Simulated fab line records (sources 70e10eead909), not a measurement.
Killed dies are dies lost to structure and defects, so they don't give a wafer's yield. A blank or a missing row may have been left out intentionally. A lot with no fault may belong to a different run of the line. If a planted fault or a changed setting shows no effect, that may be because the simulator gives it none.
Matching of chambers -- flow nand_harc -- rie_diel-09 running NHARC_P_GATE_DESCUM_48: 4 sister chambers
The step chemistry O2, time 3 s. 16 wafers are shown with their chamber, then 8 later ones without.

== WAFERS, EACH WITH ITS CHAMBER ==
wafer,chamber,showerhead_plenum_p_Torr (Torr),drypump_motor_current_A (A),rf_vpp_V (V)
L074.4,0,1.86,5.8,58.7
L074.5,1,2.03,5.8,58.6
L074.6,0,1.86,5.8,57.8
L075.3,1,2.03,5.8,58.0
L075.4,0,1.86,5.7,56.6
L075.6,2,1.89,4.8,57.7
L076.1,1,2.03,5.8,57.7
L076.2,2,1.89,4.7,57.4
L076.6,2,1.89,4.7,57.4
L079.2,2,1.89,4.7,58.7
L079.4,1,2.03,5.8,59.4
L079.5,0,1.86,5.8,56.7
L088.3,2,1.89,4.7,56.3
L088.4,3,1.83,5.1,58.1
L088.5,1,2.02,5.8,59.8
L090.3,0,1.85,5.8,56.5

SIGNATURES (averages over the wafers above)
reading,chamber 0,chamber 1,chamber 2,chamber 3,scatter within a chamber
showerhead_plenum_p_Torr,1.8580,2.0280,1.8900,1.8300,0.00365
drypump_motor_current_A,5.780,5.800,4.720,5.100,0.0365
rf_vpp_V,57.260,58.700,57.500,58.100,0.905
Rule: a wafer's distance from a chamber is the root of the sum, over the readings, of the square of ((its reading less the chamber's mean) divided by the reading's scatter). The wafer belongs to the nearest chamber; if the next one is less than 2 further off, it can't be placed. The scatter: take each reading less its chamber's mean, square it, sum over the shown wafers, divide by the number of wafers less the number of chambers, and take the root.

== WAFERS WHOSE CHAMBER IS MISSING ==
wafer,showerhead_plenum_p_Torr (Torr),drypump_motor_current_A (A),rf_vpp_V (V)
L090.4,2.02,5.8,59.3
L090.6,1.89,4.8,59.3
L094.1,1.89,4.8,57.2
L094.2,1.83,5.1,57.0
L094.3,2.02,5.8,58.1
L096.2,2.02,5.8,57.9
L096.5,1.83,5.1,57.9
L096.6,1.85,5.7,58.0

== CHAMBER TAKEN BY EACH ==
wafer,from the rows above,in truth
L090.4,1,1
L090.6,2,2
L094.1,2,2
L094.2,3,3
L094.3,1,1
L096.2,1,1
L096.5,3,3
L096.6,0,0
8 of 8 placed correctly. Not placeable from these rows: 0. Placed wrongly: 0.
